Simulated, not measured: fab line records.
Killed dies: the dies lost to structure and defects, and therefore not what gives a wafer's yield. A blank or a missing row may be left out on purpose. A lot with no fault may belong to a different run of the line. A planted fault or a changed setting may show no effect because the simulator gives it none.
Matching of chambers | flow n5 finfet | N5_BEOL_M14_CMP_49 on cmp-04: 4 sister chambers
The step polishes, stops on SiO2, t overpolish 5.2 s, target thk 560 nm. 8 wafers are shown with their chamber, then 8 later ones without.

## WAFERS, EACH WITH ITS CHAMBER
wafer  | chamber | motor current A (A) | time to endpoint s (s)
L083.6 | 2       | 6.8                 | 121
L093.1 | 0       | 7.2                 | 117
L093.3 | 1       | 7.9                 | 125
L093.4 | 3       | 8.1                 | 126
L092.1 | 0       | 7.1                 | 122
L092.2 | 2       | 7.1                 | 122
L092.6 | 3       | 8.1                 | 124
L095.2 | 1       | 7.6                 | 126

## WAFERS WITHOUT THEIR CHAMBER
wafer  | motor current A (A) | time to endpoint s (s)
L095.3 | 7.4                 | 121
L095.5 | 8.1                 | 124
L094.1 | 8.2                 | 126
L094.5 | 7.3                 | 118
L094.6 | 7.9                 | 128
L096.1 | 6.4                 | 120
L096.2 | 7.1                 | 119
L096.5 | 6.8                 | 122

## WHICH CHAMBER EACH ONE RAN IN
wafer  | from the rows above          | in truth
L095.3 | can't be placed: 0 or 2 or 1 | 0
L095.5 | can't be placed: 3 or 1      | 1
L094.1 | 3                            | 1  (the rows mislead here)
L094.5 | can't be placed: 0 or 2      | 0
L094.6 | can't be placed: 1 or 3      | 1
L096.1 | can't be placed: 2 or 0      | 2
L096.2 | can't be placed: 0 or 2      | 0
L096.5 | can't be placed: 2 or 0      | 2
Correctly placed: 0 of 8. Unplaceable from these rows: 7, with the true chamber sitting among the candidates in 7. Wrongly placed: 1.
How it was worked out, from the rows above alone: a wafer's distance from a chamber is the root of the sum, over the readings, of the square of ((its reading less the chamber's mean) divided by the reading's scatter). If the next closest chamber is less than 2 further off than the closest, the wafer can't be placed; otherwise it belongs to the closest. For every chamber, the mean is computed from those of its wafers that are shown. The scatter: the root of (the sum of the squares of (reading less its chamber's mean) over the shown wafers, divided by (wafers less chambers)).
